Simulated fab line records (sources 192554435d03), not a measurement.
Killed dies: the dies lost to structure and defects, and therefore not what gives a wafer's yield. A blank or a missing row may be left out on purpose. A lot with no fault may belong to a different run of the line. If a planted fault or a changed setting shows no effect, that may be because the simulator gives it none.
Chamber matching | flow n5-finfet | rie-diel-03 running N5_BEOL_M3_STRIP_19: 4 sister chambers
The step strips in O2. 18 wafers are shown with their chamber, then 9 later ones without.

WAFERS WITH THEIR CHAMBER
wafer  | chamber | drypump-motor-current-A (A) | throttle-valve-pct (%) | showerhead-plenum-p-Torr (Torr)
L079.2 | 2       | 5.7                         | 16.85                  | 2.17
L079.4 | 0       | 5.3                         | 16.66                  | 2.05
L079.6 | 2       | 5.8                         | 16.84                  | 2.17
L080.4 | 1       | 4.8                         | 16.47                  | 2.15
L080.5 | 3       | 6.6                         | 16.50                  | 2.13
L080.6 | 0       | 5.3                         | 16.65                  | 2.05
L081.1 | 1       | 4.8                         | 16.47                  | 2.15
L081.2 | 3       | 6.6                         | 16.50                  | 2.12
L081.5 | 3       | 6.7                         | 16.50                  | 2.12
L083.1 | 0       | 5.3                         | 16.65                  | 2.05
L083.3 | 1       | 4.8                         | 16.46                  | 2.15
L083.5 | 3       | 6.7                         | 16.50                  | 2.12
L082.1 | 3       | 6.6                         | 16.52                  | 2.12
L082.3 | 1       | 4.8                         | 16.47                  | 2.15
L082.5 | 1       | 4.8                         | 16.47                  | 2.14
L090.3 | 1       | 4.8                         | 16.48                  | 2.14
L090.5 | 3       | 6.6                         | 16.52                  | 2.12
L090.6 | 0       | 5.3                         | 16.66                  | 2.04

SIGNATURES (averages over the wafers above)
reading                  | chamber 0 | chamber 1 | chamber 2 | chamber 3 | scatter within a chamber
drypump-motor-current-A  | 5.300     | 4.800     | 5.750     | 6.633     | 0.0362
throttle-valve-pct       | 16.6550   | 16.4700   | 16.8450   | 16.5067   | 0.00794
showerhead-plenum-p-Torr | 2.0475    | 2.1467    | 2.1700    | 2.1217    | 0.00456
Rule: distance of a wafer from a chamber = root of the sum over the readings of ((wafer's reading minus chamber's mean) / reading's scatter) squared. The wafer belongs to the nearest chamber; if the next one is less than 2 further off, it can't be placed. The scatter: take each reading less its chamber's mean, square it, sum over the shown wafers, divide by the number of wafers less the number of chambers, and take the root.

WAFERS WITH NO CHAMBER GIVEN
wafer  | drypump-motor-current-A (A) | throttle-valve-pct (%) | showerhead-plenum-p-Torr (Torr)
L092.3 | 6.6                         | 16.53                  | 2.12
L092.4 | 5.7                         | 16.86                  | 2.17
L092.5 | 5.3                         | 16.68                  | 2.04
L091.1 | 5.8                         | 16.87                  | 2.17
L091.2 | 4.8                         | 16.51                  | 2.14
L091.6 | 6.6                         | 16.54                  | 2.12
L094.1 | 6.6                         | 16.55                  | 2.12
L094.2 | 5.3                         | 16.68                  | 2.04
L094.4 | 6.6                         | 16.54                  | 2.12

THE CHAMBER EACH PASSED THROUGH
wafer  | from the rows above | in truth
L092.3 | 3                   | 3
L092.4 | 2                   | 2
L092.5 | 0                   | 0
L091.1 | 2                   | 2
L091.2 | 1                   | 1
L091.6 | 3                   | 3
L094.1 | 3                   | 3
L094.2 | 0                   | 0
L094.4 | 3                   | 3
Placed correctly: 9 of 9. From these rows, 0 cannot be placed. Placed wrongly: 0.
